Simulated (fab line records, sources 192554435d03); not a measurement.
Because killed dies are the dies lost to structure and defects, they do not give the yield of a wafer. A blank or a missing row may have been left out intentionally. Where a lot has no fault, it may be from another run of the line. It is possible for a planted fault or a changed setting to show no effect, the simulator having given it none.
fab line records | flow n5Finfet
record: lots: 12 wafers: 34 lastDay: 17
route steps=1938 shown BEOL_M5@1160 PASSIVATION@1936
lots untouched by any fault: they come from a run of this same line in which no faults occurred
startH: hours from the record's opening day to when the first of the lot's shown wafers began | waitH: hours elapsed since this lot's preceding step | " repeats the value in the row above | L1.1+2: several wafers, shown together as one row | - no value, or no start was given | * or withheld: withheld | < > ~ a bound
route shown NAME@n: names a module that has steps shown in the file, with the first one's number in the route | usual: mean/standard deviation taken from wafers without a fault | same: alike in all rows | chamber/n: place in a boat | sites: the reading at each site | _std_site: standard deviation across them | _edge_site: the outer-site mean with the inner-site mean subtracted | radiusMm: how far each site lies from the wafer's centre | mask NAME#n: copy n | behind: the most recent tool/chamber to have shaped the wafer | hold: reason for holding the lot/hours on hold/outcome of the hold | device: which transistor (n, p or np) failed to switch | end of line: tests of these same wafers at the route's end | for a step that has no rows: nothing shown but its recipe | killed: the dies lost at the first sort to structure and to defects; this is not the yield of the wafer | map: a wafer's dies, marking killed ones x, the rest . and places with no die _
set.NAME: the setting that was run; set.NAME@STEP: the one run at that earlier step | model.NAME: the simulator's own value behind a step, which no gauge read
one table for each step of the route and one row for each wafer, over a sample of lots
services: when a tool's chamber went out of use (startH, in hours from the record's first day, below 0 if earlier), for how many hours, and the reason
== steps ==
step: N5_BEOL_M5_TRENCH_ETCH_37
recipe: chemistry: C4F6/O2 targetDepthA: 716.52 target: SiCOH_lowk timeS: 24.7 ionEnergyEv: 250 pressureMtorr: 30 sourceW: 345 biasW: 185 Ar_flow_sccm: 300 C4F6_flow_sccm: 10 O2_flow_sccm: 10
usual: drypumpMotorCurrentA: 5.7/0.5 oes_f_703_au: 0.73/0.051 oesProductAu: 0.73/0.049 rfVppV: 659/11 showerheadPlenumPTorr: 2.82/0.083 throttleValvePct: 21.07/0.21
same: timeS: 24.7
columns lot.wafer tool chamber startH waitH drypumpMotorCurrentA oes_f_703_au oesProductAu rfHoursCounterH rfVppV showerheadPlenumPTorr throttleValvePct
L501.1 rieDiel-06 1 - - 5.3 0.72 0.71 168 653 2.83 21.20
L501.4 " 0 " " 6.2 0.80 0.79 109 659 2.98 20.64
L501.6 " 3 " " 5.7 0.73 0.71 - 652 2.73 21.05
L503.2 rieDiel-06 2 - - 6.3 0.69 0.70 226 664 2.93 21.21
L503.3 " 0 " " 6.1 0.80 0.79 113 660 2.98 20.65
L503.4 " 3 " " 5.7 0.72 0.71 199 652 2.72 21.09
L505.1 rieDiel-06 3 - - 5.7 0.72 0.71 204 653 2.72 21.06
L505.4 " 2 " " 6.2 0.69 0.70 230 664 2.92 21.21
L505.6 " 2 " " 6.3 0.69 0.70 - 667 2.93 21.22
L506.1 rieDiel-06 2 - - 6.3 0.70 0.69 232 666 2.92 21.20
L506.4 " 1 " " 5.3 0.71 0.71 179 653 2.82 21.20
L506.5 " 3 " " 5.7 0.71 0.71 - 654 2.72 21.10
L508.1 rieDiel-05 3 - - 4.7 0.72 0.73 186 666 2.83 20.96
L508.2 " 0 " " 5.9 0.80 0.77 133 642 2.75 20.94
L508.5 " 0 " " 5.9 0.80 0.77 - 643 2.75 20.93
L510.2 rieDiel-01 1 - - 6.4 0.70 0.70 226 656 2.70 21.13
L510.3 " 3 " " 5.8 0.72 0.71 189 666 2.81 21.02
L510.5 " 3 " " 5.7 0.72 0.72 - 666 2.81 21.00
L509.3 rieDiel-01 3 - - 5.8 0.72 0.72 189 666 2.81 21.01
L509.4 " 0 " " 5.3 0.80 0.80 - 644 2.87 20.90
L509.6 " 1 " " 6.4 0.69 0.70 - 657 2.70 21.13
L516.1 rieDiel-06 3 - - 5.7 0.70 0.70 223 651 2.71 21.13
L516.6 " 3 " " 5.7 0.71 0.70 - 650 2.71 21.12
L520.1 rieDiel-06 3 - - 5.7 0.70 0.69 231 651 2.71 21.13
L520.4 " 0 " " 6.2 0.77 0.76 - 658 2.96 20.70
L519.1 rieDiel-05 1 - - 5.2 0.66 0.67 221 678 2.82 21.39
L519.3 " 2 " " 6.3 0.71 0.72 180 680 2.86 21.39
L519.5 " 3 " " 4.7 0.70 0.72 - 665 2.82 20.98
L521.3 rieDiel-05 3 - - 4.7 0.70 0.71 210 666 2.82 20.98
L521.4 " 1 " " 5.2 0.65 0.67 223 679 2.82 21.41
L521.6 " 0 " " 5.8 0.78 0.75 - 644 2.74 20.96
L523.3 rieDiel-06 2 - - 6.2 0.96 0.96 2 665 2.91 20.85
L523.5 " 3 " " 5.7 0.70 0.68 - 650 2.71 21.13
L523.6 " 2 " " 6.2 0.95 0.97 - 666 2.92 20.86
step: N5_BEOL_M5_CVD_47
recipe: material: Co targetThkA: 30 tempC: withheld precursor: CCTBA/H2 pressureTorr: 30 timeS: 216
usual: chamberPressureTorr: 30.00/0.064 runLengthS: 239.1/0.39
columns lot.wafer tool chamber startH waitH chamberPressureTorr runLengthS
L501.1 cvdCo-01 0 187.28 0.1 30.02 240.0
L501.4 " 0 " " 30.19 239.1
L501.6 " 2 " " 29.94 238.9
L503.2 cvdCo-02 2 200.15 0.3 29.98 239.2
L503.3 " 1 " " 30.01 238.7
L503.4 " 1 " " 29.92 238.6
L505.1 cvdCo-01 0 215.05 0.1 30.05 239.6
L505.4 " 0 " " 29.96 239.1
L505.6 " 0 " " 29.98 239.7
L506.1 cvdCo-02 1 220.46 0.0 30.08 238.7
L506.4 " 2 " " 29.96 239.6
L506.5 " 1 " " 30.07 238.5
L508.1 cvdCo-02 0 228.04 0.0 30.00 239.3
L508.2 " 1 " " 30.12 238.9
L508.5 " 1 " " 30.05 238.8
L510.2 cvdCo-02 1 229.31 0.1 29.97 239.3
L510.3 " 2 " " 30.17 238.9
L510.5 " 1 " " 29.98 238.6
L509.3 cvdCo-01 1 231.08 0.1 29.97 239.7
L509.4 " 0 " " 29.98 239.8
L509.6 " 1 " " 29.99 239.1
L516.1 cvdCo-01 1 278.12 0.1 30.01 238.9
L516.6 " 1 " " 30.13 140.7
L520.1 cvdCo-01 1 299.73 0.2 29.94 238.9
L520.4 " 0 " " 30.08 141.0
L519.1 cvdCo-02 0 301.71 0.0 30.00 239.4
L519.3 " 1 " " 29.97 238.9
L519.5 " 0 " " 30.11 239.2
L521.3 cvdCo-02 1 307.51 0.2 30.00 239.0
L521.4 " 0 " " 29.98 239.1
L521.6 " 0 " " 30.07 238.9
L523.3 cvdCo-02 1 316.15 0.1 30.01 238.4
L523.5 " 1 " " 29.98 238.5
L523.6 " 0 " " 29.98 238.9
step: N5_BEOL_M5_ANNEAL_82
recipe: tempC: 400 timeS: 1800 ambient: vacuum
usual: heaterPowerW: 840/94
same: timeS: 1800
columns lot.wafer tool chamber startH waitH heaterPowerW
L501.1 pvdSputter-01 - 188.61 0.0 893
L501.4 " - " " 739
L501.6 " - " " 720
L503.2 pvdSputter-03 - 201.73 0.0 763
L503.3 " - " " 846
L503.4 " - " " 855
L505.1 pvdSputter-01 - 216.44 0.0 884
L505.4 " - " " 724
L505.6 " - " " 801
L506.1 pvdSputter-03 - 221.79 0.0 836
L506.4 " - " " 755
L506.5 " - " " 841
L508.1 pvdSputter-01 - 229.39 0.0 905
L508.2 " - " " 756
L508.5 " - " " 896
L510.2 pvdSputter-02 - 230.76 0.0 1024
L510.3 " - " " 683
L510.5 " - " " 1015
L509.3 pvdSputter-03 - 232.46 0.0 774
L509.4 " - " " 835
L509.6 " - " " 821
L516.1 pvdSputter-01 - 279.58 0.0 918
L516.6 " - " " 734
L520.1 pvdSputter-01 - 301.31 0.0 722
L520.4 " - " " 794
L519.1 pvdSputter-02 - 303.09 0.0 946
L519.3 " - " " 1034
L519.5 " - " " 964
L521.3 pvdSputter-03 - 308.83 0.0 830
L521.4 " - " " 849
L521.6 " - " " 858
L523.3 pvdSputter-02 - 317.57 0.0 817
L523.5 " - " " 1006
L523.6 " - " " 677
step: N5_BEOL_M5_SPUTTER_83
recipe: material: Cu targetThkA: 150 tempC: -20 chamberPressurePa: 0.07 powerW: withheld timeS: 27.62
usual: substrateTempC: -20.00/0.11 throttleValvePct: 29.9/1.2
same: timeS: 27.62
columns lot.wafer tool chamber startH waitH substrateTempC throttleValvePct
L501.1 pvdSputter-01 - 189.61 0.5 -19.94 30.3
L501.4 " - " " -19.69 28.7
L501.6 " - " " -19.76 28.7
L503.2 pvdSputter-03 - 202.74 0.5 -20.06 31.0
L503.3 " - " " -19.90 30.1
L503.4 " - " " -19.89 30.6
L505.1 pvdSputter-01 - 217.45 0.5 -19.91 30.3
L505.4 " - " " -19.98 28.4
L505.6 " - " " -19.81 29.5
L506.1 pvdSputter-03 - 222.79 0.5 -19.82 31.4
L506.4 " - " " -20.15 31.0
L506.5 " - " " -19.82 31.2
L508.1 pvdSputter-01 - 230.39 0.5 -19.90 29.5
L508.2 " - " " -20.11 29.9
L508.5 " - " " -19.72 29.5
L510.2 pvdSputter-02 - 231.77 0.5 -19.86 27.2
L510.3 " - " " -20.09 30.7
L510.5 " - " " -19.74 27.1
L509.3 pvdSputter-03 - 233.47 0.5 -20.03 31.1
L509.4 " - " " -20.05 29.9
L509.6 " - " " -20.18 30.3
L516.1 pvdSputter-01 - 280.58 0.5 -19.93 29.3
L516.6 " - " " -20.01 29.2
L520.1 pvdSputter-01 - 302.32 0.5 -19.92 29.1
L520.4 " - " " -19.95 29.8
L519.1 pvdSputter-02 - 304.10 0.5 -20.02 31.4
L519.3 " - " " -19.85 27.1
L519.5 " - " " -19.94 31.2
L521.3 pvdSputter-03 - 309.84 0.5 -19.93 30.1
L521.4 " - " " -20.20 31.2
L521.6 " - " " -20.13 30.6
L523.3 pvdSputter-02 - 318.57 0.5 -20.03 29.2
L523.5 " - " " -19.87 27.4
L523.6 " - " " -19.95 30.7
step: N5_PASSIVATION_PROBE_49
usual: defectLimitedYield: 91.2/1.6 killed_at_M0_to_M3: 31/10 killed_at_M4_up: 14/4.4 killedAtContacts: 13/6 killedAtFrontEnd: 43/13 killedAtOther: 3.5/2.6 killedDies: 104/18 killedOnRim: 14/4.6 killedOpen: 68/14 killedShort: 34/8.1 sort_bin_4_leakage: 0.01/0.073 sort_bin_5_function: 5.1/1.1 sort_bin_6_memory: 3.3/0.68 sortNPass: 1076/18 sortYieldPct: 91.2/1.6
same: grossDies: 1180 killedAtBackSide: 0 sort_bin_8_speed[%]: 0
columns lot.wafer tool chamber startH waitH defectLimitedYield[%] killed_at_M0_to_M3 killed_at_M4_up killedAtContacts killedAtFrontEnd killedAtOther killedDies killedOnRim killedOpen killedShort sort_bin_4_leakage[%] sort_bin_5_function[%] sort_bin_6_memory[%] sortNPass sortYieldPct[%]
L501.1 prober-02 - 284.49 0.0 92.7 24 8 11 42 1 86 1 55 31 0 4.0 3.1 1094 92.7
L501.4 prober-02 - 284.64 0.2 91.9 36 8 18 27 6 95 11 61 34 0 5.1 2.7 1085 91.9
L501.6 prober-02 - 284.74 0.3 93.3 23 11 13 32 0 79 7 57 22 0 3.4 3.1 1101 93.3
L503.2 prober-02 - 292.30 0.1 95.0 18 7 6 27 1 59 8 41 17 0 2.6 2.3 1121 95.0
L503.3 prober-02 - 292.35 0.1 93.2 28 9 12 26 5 80 10 51 29 0.08 3.6 3.1 1099 93.1
L503.4 prober-02 - 292.40 0.2 93.6 29 10 9 23 4 75 10 45 29 0 3.9 2.1 1105 93.6
L505.1 prober-01 - 311.97 0.0 89.7 22 11 17 63 8 121 15 87 33 0 5.6 4.4 1059 89.7
L505.4 prober-01 - 312.12 0.2 90.3 26 11 17 54 7 115 15 73 41 0 6.4 3.2 1065 90.3
L505.6 prober-01 - 312.22 0.3 90.6 28 7 8 64 4 111 16 69 39 0 6.1 3.2 1069 90.6
L508.1 prober-02 - 317.44 0.0 92.5 20 17 8 37 6 88 9 59 26 0 4.5 3.0 1092 92.5
L508.2 prober-02 - 317.49 0.1 90.7 17 19 14 55 5 110 15 67 43 0 5.3 3.5 1070 90.7
L508.5 prober-02 - 317.64 0.2 91.4 25 16 22 36 3 102 11 71 30 0 4.8 3.6 1078 91.4
L506.1 prober-01 - 321.12 0.0 92.5 31 18 13 24 2 88 8 59 29 0 4.2 2.7 1092 92.5
L506.4 prober-01 - 321.27 0.2 92.7 44 6 8 25 3 86 7 57 28 0 3.8 3.0 1094 92.7
L506.5 prober-01 - 321.32 0.2 90.5 35 10 7 60 0 112 16 60 48 0 6.0 3.2 1068 90.5
L510.2 prober-02 - 330.88 0.1 91.3 36 13 11 34 9 103 14 62 41 0 5.0 3.4 1077 91.3
L510.3 prober-02 - 330.93 0.1 89.7 36 20 10 51 4 121 20 82 38 0 6.0 3.5 1059 89.7
L510.5 prober-02 - 331.03 0.2 91.4 40 14 0 38 9 101 13 61 39 0 5.4 2.9 1079 91.4
L509.3 prober-01 - 331.59 0.1 91.0 20 16 13 51 6 106 7 71 34 0 5.2 3.2 1074 91.0
L509.4 prober-01 - 331.64 0.2 94.7 24 6 4 24 4 62 7 37 25 0 1.9 3.1 1118 94.7
L509.6 prober-01 - 331.74 0.3 89.2 41 13 6 63 5 128 19 77 46 0 6.1 3.7 1052 89.2
L516.1 prober-01 - 382.03 0.0 89.6 47 9 13 53 1 123 27 78 45 0 4.9 5.0 1057 89.6
L516.6 prober-01 - 382.28 0.3 89.6 36 16 12 57 2 123 13 79 43 0 6.6 3.5 1057 89.6
L519.1 prober-01 - 400.99 0.0 89.9 24 12 23 59 1 119 13 76 36 0 5.8 3.6 1061 89.9
L519.3 prober-01 - 401.09 0.1 92.4 37 13 8 30 2 90 16 59 30 0 4.7 2.5 1090 92.4
L519.5 prober-01 - 401.19 0.2 91.9 6 7 8 74 1 96 7 52 38 0 4.2 3.3 1084 91.9
L520.1 prober-01 - 406.19 0.5 91.6 19 5 17 52 6 99 14 59 38 0 4.7 3.5 1081 91.6
L520.4 prober-01 - 406.34 0.7 90.5 17 16 17 61 1 112 15 76 36 0 6.0 3.1 1068 90.5
L521.3 prober-02 - 411.88 0.1 93.2 16 17 6 41 0 80 6 58 22 0 4.5 2.1 1100 93.2
L521.4 prober-02 - 411.93 0.2 93.4 15 15 8 39 1 78 9 50 28 0 3.3 3.1 1102 93.4
L521.6 prober-02 - 412.03 0.3 93.1 22 10 12 35 2 81 8 49 32 0 3.2 3.4 1099 93.1
L523.3 prober-01 - 419.55 0.1 91.4 19 19 14 43 7 102 4 64 31 0 4.7 3.1 1078 91.4
L523.5 prober-01 - 419.65 0.2 90.6 16 21 13 56 5 111 11 77 29 0 5.6 3.4 1069 90.6
L523.6 prober-01 - 419.70 0.3 91.1 43 20 7 31 4 105 13 74 28 0 5.1 3.5 1075 91.1
killed by level:class
L501.1 FIN_SAQP:geometricParticle:open=16 FIN_SAQP:geometricParticle:short=9 MOL_CONTACT_COAG:geometricParticle:open=7 BEOL_M0_SAQP:geometricParticle:short=5 GATE_CUT:geometricParticle:short=4 GATE_CUT:geometricParticle:open=4 MOL_CONTACT_COAG:geometricParticle:short=4 BEOL_M0:geometricParticle:open=4
L501.4 MOL_CONTACT_COAG:geometricParticle:open=12 FIN_SAQP:geometricParticle:open=6 FIN_SAQP:geometricParticle:short=6 MOL_CONTACT_COAG:geometricParticle:short=6 BEOL_M3:geometricParticle:open=6 BEOL_M1:geometricParticle:open=6 BEOL_M0_SAQP:geometricParticle:open=5 BEOL_M0:geometricParticle:open=5
L501.6 FIN_SAQP:geometricParticle:open=16 MOL_CONTACT_COAG:geometricParticle:open=13 BEOL_M4:geometricParticle:open=7 FIN_SAQP:geometricParticle:short=6 BEOL_M1:geometricParticle:open=6 BEOL_M0:geometricParticle:open=5 BEOL_M0_SAQP:geometricParticle:short=4 BEOL_M3:geometricParticle:open=4
L503.2 DUMMY_GATE:geometricParticle:open=9 BEOL_M0_SAQP:geometricParticle:open=6 MOL_CONTACT_COAG:geometricParticle:open=5 BEOL_M3:geometricParticle:open=5 FIN_SAQP:geometricParticle:open=4 BEOL_M0_SAQP:geometricParticle:short=3 BEOL_M5:geometricParticle:open=3 FIN_SAQP:geometricParticle:short=2
L503.3 MOL_CONTACT_COAG:geometricParticle:open=11 BEOL_M3:geometricParticle:open=8 BEOL_M0_SAQP:geometricParticle:short=6 FIN_SAQP:geometricParticle:open=4 FIN_SAQP:geometricParticle:short=4 STARTING-WAFER:geometricParticle:open=4 GATE_CUT:geometricParticle:short=4 BEOL_M2:geometricParticle:open=4
L503.4 BEOL_M0_SAQP:geometricParticle:short=11 MOL_CONTACT_COAG:geometricParticle:open=8 DUMMY_GATE:geometricParticle:open=6 BEOL_M5:geometricParticle:open=6 BEOL_M0:geometricParticle:open=5 FIN_SAQP:geometricParticle:short=4 STI_FIN_REVEAL:geometricParticle:open=4 BEOL_M2:geometricParticle:open=4
L505.1 STI_FIN_REVEAL:geometricParticle:open=19 MOL_CONTACT_COAG:geometricParticle:open=16 BEOL_M1:geometricParticle:open=10 FIN_SAQP:geometricParticle:short=9 FIN_SAQP:geometricParticle:open=9 DUMMY_GATE:geometricParticle:open=8 BEOL_M4:geometricParticle:open=6 STI_FIN_REVEAL:geometricParticle:short=6
L505.4 MOL_CONTACT_COAG:geometricParticle:open=17 STI_FIN_REVEAL:geometricParticle:open=14 FIN_SAQP:geometricParticle:short=10 BEOL_M1:geometricParticle:open=10 GATE_CUT:geometricParticle:short=8 FIN_SAQP:geometricParticle:open=7 BEOL_M0_SAQP:geometricParticle:short=6 DUMMY_GATE:geometricParticle:open=5
L505.6 FIN_SAQP:geometricParticle:short=15 STI_FIN_REVEAL:geometricParticle:open=12 DUMMY_GATE:geometricParticle:open=9 BEOL_M0_SAQP:geometricParticle:open=9 BEOL_M0_SAQP:geometricParticle:short=8 MOL_CONTACT_COAG:geometricParticle:open=7 STARTING-WAFER:geometricParticle:open=7 FIN_SAQP:geometricParticle:open=6
L508.1 MOL_CONTACT_COAG:geometricParticle:open=8 STI_FIN_REVEAL:geometricParticle:open=6 FIN_SAQP:geometricParticle:short=5 DUMMY_GATE:geometricParticle:open=4 BEOL_M1:geometricParticle:open=4 BEOL_M2:geometricParticle:open=4 BEOL_M4:geometricParticle:open=4 BEOL_M5:geometricParticle:open=4
L508.2 FIN_SAQP:geometricParticle:short=13 MOL_CONTACT_COAG:geometricParticle:open=12 BEOL_M4:geometricParticle:open=12 FIN_SAQP:geometricParticle:open=9 GATE_CUT:geometricParticle:short=5 STI_FIN_REVEAL:geometricParticle:open=4 BEOL_M0_SAQP:geometricParticle:short=4 DUMMY_GATE:geometricParticle:open=3
L508.5 MOL_CONTACT_COAG:geometricParticle:open=17 STI_FIN_REVEAL:geometricParticle:open=15 BEOL_M2:geometricParticle:open=11 FIN_SAQP:geometricParticle:short=8 BEOL_M4:geometricParticle:open=8 FIN_SAQP:geometricParticle:open=7 MOL_CONTACT_COAG:geometricParticle:short=5 BEOL_M0_SAQP:geometricParticle:short=4
L506.1 BEOL_M0_SAQP:geometricParticle:open=12 MOL_CONTACT_COAG:geometricParticle:open=11 BEOL_M4:geometricParticle:open=10 GATE_CUT:geometricParticle:short=7 STARTING-WAFER:geometricParticle:short=4 BEOL_M0_SAQP:geometricParticle:short=4 BEOL_M2:geometricParticle:open=4 BEOL_M3:geometricParticle:open=4
L506.4 BEOL_M0_SAQP:geometricParticle:short=12 BEOL_M0_SAQP:geometricParticle:open=11 BEOL_M2:geometricParticle:open=9 MOL_CONTACT_COAG:geometricParticle:open=7 FIN_SAQP:geometricParticle:open=4 STI_FIN_REVEAL:geometricParticle:open=3 DUMMY_GATE:geometricParticle:open=3 BEOL_M0:geometricParticle:open=3
L506.5 FIN_SAQP:geometricParticle:short=13 ILD0:geometricParticle:open=7 GATE_CUT:geometricParticle:short=7 BEOL_M0_SAQP:geometricParticle:open=7 BEOL_M0:geometricParticle:open=7 STARTING-WAFER:geometricParticle:open=7 BEOL_M1:geometricParticle:open=6 FIN_SAQP:geometricParticle:open=5
L510.2 FIN_SAQP:geometricParticle:open=12 BEOL_M0_SAQP:geometricParticle:short=10 MOL_CONTACT_COAG:geometricParticle:open=8 BEOL_M1:geometricParticle:open=7 BEOL_M0_SAQP:geometricParticle:open=6 FIN_SAQP:geometricParticle:short=5 BEOL_M1:geometricParticle:short=5 BEOL_M4:geometricParticle:short=4
L510.3 FIN_SAQP:geometricParticle:open=17 BEOL_M0_SAQP:geometricParticle:short=12 BEOL_M0_SAQP:geometricParticle:open=12 MOL_CONTACT_COAG:geometricParticle:open=8 STI_FIN_REVEAL:geometricParticle:open=7 GATE_CUT:geometricParticle:short=6 BEOL_M3:geometricParticle:open=5 BEOL_M5:geometricParticle:open=4
L510.5 BEOL_M0_SAQP:geometricParticle:open=10 STI_FIN_REVEAL:geometricParticle:open=9 BEOL_M0_SAQP:geometricParticle:short=9 FIN_SAQP:geometricParticle:short=6 BEOL_M3:geometricParticle:open=6 BEOL_M4:geometricParticle:short=6 FIN_SAQP:geometricParticle:open=5 BEOL_M1:geometricParticle:open=5
L509.3 MOL_CONTACT_COAG:geometricParticle:open=12 FIN_SAQP:geometricParticle:open=9 GATE_CUT:geometricParticle:open=9 BEOL_M4:geometricParticle:open=9 FIN_SAQP:geometricParticle:short=7 DUMMY_GATE:geometricParticle:open=6 GATE_CUT:geometricParticle:short=6 BEOL_M0_SAQP:geometricParticle:open=5
L509.4 BEOL_M2:geometricParticle:open=6 FIN_SAQP:geometricParticle:open=5 BEOL_M1:geometricParticle:open=5 BEOL_M1:geometricParticle:short=5 FIN_SAQP:geometricParticle:short=3 STI_FIN_REVEAL:geometricParticle:open=3 GATE_CUT:geometricParticle:short=3 MOL_CONTACT_COAG:geometricParticle:open=3
L509.6 FIN_SAQP:geometricParticle:short=17 FIN_SAQP:geometricParticle:open=16 BEOL_M0_SAQP:geometricParticle:open=16 BEOL_M0_SAQP:geometricParticle:short=14 GATE_CUT:geometricParticle:open=6 BEOL_M4:geometricParticle:open=5 HKMG_FIN:areaEtch=5 STARTING-WAFER:geometricParticle:open=4
L516.1 STI_FIN_REVEAL:geometricParticle:open=17 BEOL_M0_SAQP:geometricParticle:open=16 BEOL_M0_SAQP:geometricParticle:short=13 FIN_SAQP:geometricParticle:open=10 MOL_CONTACT_COAG:geometricParticle:open=10 FIN_SAQP:geometricParticle:short=9 BEOL_M2:geometricParticle:open=5 BEOL_M3:geometricParticle:open=5
L516.6 STI_FIN_REVEAL:geometricParticle:open=21 FIN_SAQP:geometricParticle:short=11 BEOL_M0_SAQP:geometricParticle:short=11 MOL_CONTACT_COAG:geometricParticle:open=10 BEOL_M4:geometricParticle:open=9 FIN_SAQP:geometricParticle:open=7 BEOL_M0_SAQP:geometricParticle:open=7 BEOL_M3:geometricParticle:open=7
L519.1 MOL_CONTACT_COAG:geometricParticle:open=19 FIN_SAQP:geometricParticle:short=17 FIN_SAQP:geometricParticle:open=11 BEOL_M2:geometricParticle:open=9 GATE_CUT:geometricParticle:short=8 BEOL_M0:geometricParticle:open=6 HKMG_FIN:areaEtch=6 STI_FIN_REVEAL:geometricParticle:open=5
L519.3 BEOL_M0_SAQP:geometricParticle:open=10 BEOL_M0_SAQP:geometricParticle:short=8 FIN_SAQP:geometricParticle:short=7 MOL_CONTACT_COAG:geometricParticle:open=7 FIN_SAQP:geometricParticle:open=6 BEOL_M3:geometricParticle:open=6 BEOL_M2:geometricParticle:open=5 BEOL_M4:geometricParticle:open=5
L519.5 FIN_SAQP:geometricParticle:short=21 STI_FIN_REVEAL:geometricParticle:open=21 MOL_CONTACT_COAG:geometricParticle:open=8 FIN_SAQP:geometricParticle:open=7 HKMG_FIN:areaEtch=6 STARTING-WAFER:geometricParticle:open=5 GATE_CUT:geometricParticle:short=4 STI_FIN_REVEAL:geometricParticle:short=3
L520.1 STI_FIN_REVEAL:geometricParticle:open=10 MOL_CONTACT_COAG:geometricParticle:open=10 FIN_SAQP:geometricParticle:open=9 FIN_SAQP:geometricParticle:short=8 MOL_CONTACT_COAG:geometricParticle:short=7 GATE_CUT:geometricParticle:short=6 BEOL_M1:geometricParticle:open=6 DUMMY_GATE:geometricParticle:open=4
L520.4 FIN_SAQP:geometricParticle:open=19 MOL_CONTACT_COAG:geometricParticle:open=11 FIN_SAQP:geometricParticle:short=9 BEOL_M4:geometricParticle:open=9 DUMMY_GATE:geometricParticle:open=8 STI_FIN_REVEAL:geometricParticle:open=6 MOL_CONTACT_COAG:geometricParticle:short=6 BEOL_M0_SAQP:geometricParticle:short=5
L521.3 FIN_SAQP:geometricParticle:open=10 BEOL_M4:geometricParticle:open=7 FIN_SAQP:geometricParticle:short=6 MOL_CONTACT_COAG:geometricParticle:open=5 STI_FIN_REVEAL:geometricParticle:open=5 DUMMY_GATE:geometricParticle:open=5 BEOL_M3:geometricParticle:open=5 BEOL_M0_SAQP:geometricParticle:open=4
L521.4 FIN_SAQP:geometricParticle:short=8 STI_FIN_REVEAL:geometricParticle:open=8 DUMMY_GATE:geometricParticle:open=7 GATE_CUT:geometricParticle:short=7 MOL_CONTACT_COAG:geometricParticle:open=6 BEOL_M3:geometricParticle:open=5 BEOL_M4:geometricParticle:open=5 BEOL_M1:geometricParticle:open=4
L521.6 DUMMY_GATE:geometricParticle:open=9 BEOL_M0_SAQP:geometricParticle:short=8 FIN_SAQP:geometricParticle:open=7 MOL_CONTACT_COAG:geometricParticle:open=7 FIN_SAQP:geometricParticle:short=6 BEOL_M0_SAQP:geometricParticle:open=6 MOL_CONTACT_COAG:geometricParticle:short=5 STI_FIN_REVEAL:geometricParticle:open=4
L523.3 FIN_SAQP:geometricParticle:open=10 STI_FIN_REVEAL:geometricParticle:open=10 BEOL_M4:geometricParticle:open=10 MOL_CONTACT_COAG:geometricParticle:open=8 MOL_CONTACT_COAG:geometricParticle:short=6 HKMG_FIN:areaEtch=5 FIN_SAQP:geometricParticle:short=4 BEOL_M3:geometricParticle:open=4
L523.5 STI_FIN_REVEAL:geometricParticle:open=17 MOL_CONTACT_COAG:geometricParticle:open=12 BEOL_M4:geometricParticle:open=8 FIN_SAQP:geometricParticle:open=5 FIN_SAQP:geometricParticle:short=5 STI_FIN_REVEAL:geometricParticle:short=5 GATE_CUT:geometricParticle:open=5 BEOL_M3:geometricParticle:open=4
L523.6 STI_FIN_REVEAL:geometricParticle:open=11 BEOL_M1:geometricParticle:open=11 BEOL_M3:geometricParticle:open=10 MOL_CONTACT_COAG:geometricParticle:open=6 BEOL_M1:geometricParticle:short=5 BEOL_M2:geometricParticle:open=5 DUMMY_GATE:geometricParticle:open=4 BEOL_M7:geometricParticle:open=4
== services ==
columns tool chamber startH hours kind
rieDiel-01 - 163.38 1.2 repair
cvdCo-01 2 188.77 197.0 repair
cvdCo-02 - 212.38 6.0 pm
rieDiel-06 1 239.83 1.3 repair
cvdCo-01 0 242.33 9.0 repair
rieDiel-05 0 244.70 16.5 repair
pvdSputter-01 - 254.97 2.7 repair
cvdCo-02 - 266.63 6.9 pm
rieDiel-06 2 280.12 - clean
rieDiel-06 2 280.12 - consumableReplace:focusRing
rieDiel-06 2 280.12 27.4 scheduledDown
rieDiel-06 2 280.12 27.4 ventCycle
rieDiel-05 3 289.73 3.8 repair
== key ==
firstSign: step: N5_BEOL_M5_CVD_47 reading: runLengthS direction: down sigmas: 99+ usual: * struck: *
effect none on later readings
metAt N5_BEOL_M5_CVD_47
struckLots L516,L520
struckWafers L516.6,L520.4
notActingAt N5_BEOL_M5_TRENCH_ETCH_37,N5_BEOL_M5_ANNEAL_82,N5_BEOL_M5_SPUTTER_83
onsetBetween 231.08 278.12
fault: kind: processParameterDrift tool: cvdCo-01 chamber: - onsetH: 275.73 steps: N5_BEOL_M5_CVD_47 channel: timeS offset: * shape: step endH: 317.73 scope: struckWafersOnly actsIn: * stated: *
